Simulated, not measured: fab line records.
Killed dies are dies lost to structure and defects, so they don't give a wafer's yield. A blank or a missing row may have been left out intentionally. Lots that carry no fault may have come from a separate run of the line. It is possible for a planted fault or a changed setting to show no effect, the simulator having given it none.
Split-lot experiment -- flow n5-finfet -- route with 1938 steps; 7 lots, 21 wafers read

ON THE SPLIT
At N5_MOL_CONTACT_COAG_COAT_02 (resist thk 30 nm), the setting spin-rpm was moved away from the recipe's 1500 rpm on 10 of the 21 wafers read, by -11.0% to +7.8%. For the rest of the wafers, this setting stayed at what the recipe calls for.

FROM THE SPLIT TO THE READING: what the file shows between them, 3 steps
- N5_MOL_CONTACT_COAG_EBR_04
- N5_MOL_CONTACT_COAG_SOFTBAKE_03: time 60 s
- N5_MOL_CONTACT_COAG_DESCUM_13: chemistry O2, time 7 s

THE READING
CAR-EUV_of_MOL_CONTACT_COAG_COAT_02.thk-nm (the simulator's own value, which no gauge read), in nm, at N5_MOL_CONTACT_COAG_ETCH_59 (etches underlayer in N2/H2, target depth 13 nm, time 10.4 s). The file does not state a usual value for it. Average 14.7 nm, standard deviation 0.1 nm, over the 11 wafers here run with the recipe.

wafer,"tool, chamber at the split","spin-rpm as run, rpm",against the recipe,"CAR-EUV_of_MOL_CONTACT_COAG_COAT_02.thk-nm, nm",against lot-mates on the recipe
L074.4,"litho-track-02, 0",1500,recipe,14.8,-
L074.5,"litho-track-02, 0",1428,-4.8%,15.6,+0.9
L074.6,"litho-track-02, 0",1500,recipe,14.6,-
L080.1,"litho-track-04, 0",1500,recipe,14.6,-
L080.4,"litho-track-04, 0",1500,recipe,14.6,-
L080.3,"litho-track-04, 0",1601,+6.7%,13.6,-1.0
L082.1,"litho-track-04, 0",1414,-5.7%,15.8,+1.0
L082.4,"litho-track-04, 0",1500,recipe,14.8,-
L082.5,"litho-track-04, 0",1414,-5.7%,15.6,+0.8
L088.1,"litho-track-02, 0",1500,recipe,14.6,-
L088.3,"litho-track-02, 0",1335,-11.0%,16.6,+2.0
L088.5,"litho-track-02, 0",1335,-11.0%,16.6,+2.0
L090.2,"litho-track-04, 0",1617,+7.8%,13.4,-1.2
L090.5,"litho-track-04, 0",1500,recipe,14.6,-
L090.6,"litho-track-04, 0",1617,+7.8%,13.6,-1.0
L095.2,"litho-track-04, 0",1550,+3.3%,13.8,-1.0
L095.3,"litho-track-04, 0",1550,+3.3%,14.2,-0.6
L095.5,"litho-track-04, 0",1500,recipe,14.8,-
L096.2,"litho-track-04, 0",1500,recipe,14.6,-
L096.5,"litho-track-04, 0",1500,recipe,14.8,-
L096.6,"litho-track-04, 0",1500,recipe,14.8,-

THE FIT
A straight line over all 21 wafers: CAR-EUV_of_MOL_CONTACT_COAG_COAT_02.thk-nm changes by -0.17 nm for each +1% of spin-rpm; r = -0.99; the points scatter about the line by 0.13 nm.
The same after taking each lot's own level away (the mean of its wafers on the recipe; 21 wafers): -0.169 nm for each +1%; r = -0.99; scatter 0.15 nm.
The reading moves by 1.9 nm for the largest change in spin-rpm, on that fit.
The lots' own levels span 14.60 to 14.80 nm, that is 2.0 times the standard deviation above.
Hence the lot-to-lot level has little effect on the slope; both slopes agree.
Check: for one of the wafers moved furthest among these (-11.0%), held out of the fit, the line's prediction against its lot-mates is +1.83 nm. It came out at +2 nm against them.

THE WHOLE CHAIN: every reading that the file lists as answering this split, in the file's order
step,what it does,reading,change (the file's fit),r (the file's)
N5_MOL_CONTACT_COAG_COAT_02,resist thk 30 nm,"CAR-EUV_of_MOL_CONTACT_COAG_COAT_02.thk-nm (the simulator's own value, which no gauge read)",-0.153 nm for each +1% of the setting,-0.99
N5_MOL_CONTACT_COAG_DESCUM_13,"chemistry O2, time 7 s","CAR-EUV_of_MOL_CONTACT_COAG_COAT_02.thk-nm (the simulator's own value, which no gauge read)",-0.158 nm for each +1% of the setting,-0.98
N5_MOL_CONTACT_COAG_ETCH_59,"etches underlayer in N2/H2, target depth 13 nm, time 10.4 s","CAR-EUV_of_MOL_CONTACT_COAG_COAT_02.thk-nm (the simulator's own value, which no gauge read)",-0.168 nm for each +1% of the setting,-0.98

THE FILE'S OWN FIT
CAR-EUV_of_MOL_CONTACT_COAG_COAT_02.thk-nm changes by -0.168 nm for each +1% of spin-rpm, r = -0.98.
